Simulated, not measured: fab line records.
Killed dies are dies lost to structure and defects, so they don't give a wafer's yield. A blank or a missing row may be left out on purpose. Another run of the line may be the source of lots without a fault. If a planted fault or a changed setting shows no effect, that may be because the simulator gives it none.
Matching of chambers    flow n5-finfet    rie-diel-04 running N5_BEOL_M3_ETCH_64: 4 sister chambers
The step etches SOC in N2/H2, target depth 75 nm, overetch 15 nm, time 112.5 s. 36 wafers are shown with their chamber, then 12 later ones without.

== WAFERS WITH THEIR CHAMBER ==
wafer   chamber  drypump-motor-current-A (A)  showerhead-plenum-p-Torr (Torr)  throttle-valve-pct (%)
L079.1  2        6.2                          2.51                             18.01
L079.4  0        5.4                          2.65                             18.02
L079.6  2        6.1                          2.51                             18.01
L080.1  1        5.4                          2.59                             17.60
L080.3  0        5.4                          2.65                             18.02
L080.5  3        6.7                          2.41                             17.60
L081.1  0        5.4                          2.65                             18.04
L081.2  3        6.8                          2.41                             17.61
L081.5  3        6.8                          2.41                             17.59
L082.1  2        6.1                          2.51                             18.01
L082.5  0        5.4                          2.65                             18.05
L082.6  1        5.4                          2.59                             17.61
L084.2  3        6.7                          2.41                             17.60
L084.4  0        5.4                          2.64                             18.03
L084.5  2        6.1                          2.50                             18.01
L086.1  0        5.3                          2.64                             18.07
L086.2  2        6.1                          2.50                             18.03
L086.3  3        6.8                          2.41                             17.62
L090.1  2        6.1                          2.50                             18.04
L090.2  0        5.4                          2.64                             18.06
L090.3  3        6.7                          2.40                             17.62
L090.4  3        6.7                          2.40                             17.65
L090.5  0        5.4                          2.64                             18.08
L090.6  2        6.1                          2.50                             18.05
L089.2  3        6.8                          2.40                             17.64
L089.3  0        5.4                          2.64                             18.06
L089.5  2        6.1                          2.50                             18.04
L091.1  0        5.4                          2.64                             18.07
L091.2  3        6.8                          2.40                             17.62
L091.3  1        5.4                          2.58                             17.63
L091.4  1        5.4                          2.58                             17.61
L091.5  0        5.4                          2.64                             18.07
L091.6  3        6.8                          2.40                             17.64
L094.1  3        6.8                          2.40                             17.65
L094.2  0        5.4                          2.64                             18.09
L094.3  1        5.4                          2.58                             17.64

SIGNATURES, as means of the wafers listed above
reading                   chamber 0  chamber 1  chamber 2  chamber 3  scatter within a chamber
drypump-motor-current-A   5.392      5.400      6.112      6.764      0.0368
showerhead-plenum-p-Torr  2.6433     2.5840     2.5038     2.4045     0.00514
throttle-valve-pct        18.0550    17.6180    18.0250    17.6218    0.0204
Rule: a wafer's distance from a chamber is the root of the sum, over the readings, of the square of ((its reading less the chamber's mean) divided by the reading's scatter). The wafer belongs to the nearest chamber; if the next one is less than 2 further off, it can't be placed. The scatter: take each reading less its chamber's mean, square it, sum over the shown wafers, divide by the number of wafers less the number of chambers, and take the root.

== WAFERS WITHOUT THEIR CHAMBER ==
wafer   drypump-motor-current-A (A)  showerhead-plenum-p-Torr (Torr)  throttle-valve-pct (%)
L094.4  6.1                          2.50                             17.63
L094.5  6.8                          2.40                             17.64
L094.6  5.4                          2.64                             18.08
L093.1  5.4                          2.58                             17.63
L093.2  6.8                          2.40                             17.65
L093.3  5.4                          2.64                             18.08
L093.4  6.1                          2.50                             17.62
L093.5  5.4                          2.58                             17.65
L093.6  6.1                          2.50                             17.61
L096.3  5.4                          2.63                             18.09
L096.4  6.8                          2.40                             17.66
L096.5  5.4                          2.63                             18.09

== CHAMBER TAKEN BY EACH ==
wafer   from the rows above  in truth
L094.4  2                    2
L094.5  3                    3
L094.6  0                    0
L093.1  1                    1
L093.2  3                    3
L093.3  0                    0
L093.4  2                    2
L093.5  1                    1
L093.6  2                    2
L096.3  0                    0
L096.4  3                    3
L096.5  0                    0
Correct placement for 12 of the 12. From these rows, 0 cannot be placed. Number placed wrongly: 0.
